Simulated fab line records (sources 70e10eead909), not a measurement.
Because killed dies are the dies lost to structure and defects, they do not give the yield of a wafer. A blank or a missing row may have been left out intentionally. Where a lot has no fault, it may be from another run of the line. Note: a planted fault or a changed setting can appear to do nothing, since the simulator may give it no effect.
Chamber matching | flow nand harc | NHARC_A_STAIRCASE_TRIM_187 on rie diel-10 has 4 sister chambers
The step chemistry O2, time 211.2 s. 4 wafers are shown with their chamber, then 11 later ones without.

## EACH WAFER AND ITS CHAMBER
wafer  | chamber | showerhead plenum p Torr (Torr)
L082.2 | 2       | 3.37
L086.1 | 0       | 3.42
L086.3 | 1       | 3.31
L087.1 | 3       | 3.70

## WAFERS MISSING THEIR CHAMBER
wafer  | showerhead plenum p Torr (Torr)
L087.2 | 3.31
L087.5 | 3.42
L090.1 | 3.30
L090.3 | 3.70
L090.5 | 3.41
L095.1 | 3.69
L095.3 | 3.35
L095.5 | 3.41
L097.2 | 3.69
L097.3 | 3.29
L097.6 | 3.35

## EACH ONE'S CHAMBER
wafer  | from the rows above     | in truth
L087.2 | 1                       | 1
L087.5 | 0                       | 0
L090.1 | 1                       | 1
L090.3 | 3                       | 3
L090.5 | 0                       | 0
L095.1 | 3                       | 3
L095.3 | can't be placed: 2 or 1 | 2
L095.5 | 0                       | 0
L097.2 | 3                       | 3
L097.3 | 1                       | 1
L097.6 | can't be placed: 2 or 1 | 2
Correct placement for 9 of the 11. Not placeable from these rows: 2 (in 2, the candidates include the true chamber). Wrongly placed: 0.
How it was worked out, from the rows above alone: a wafer's distance from a chamber is the root of the sum, over the readings, of the square of ((its reading less the chamber's mean) divided by the reading's scatter). If the next closest chamber is less than 2 further off than the closest, the wafer can't be placed; otherwise it belongs to the closest. A chamber's mean is the mean of its shown wafers. The scatter: with one shown wafer a chamber, the root of the mean of the squares of how far each hidden wafer lies from its nearest shown one.
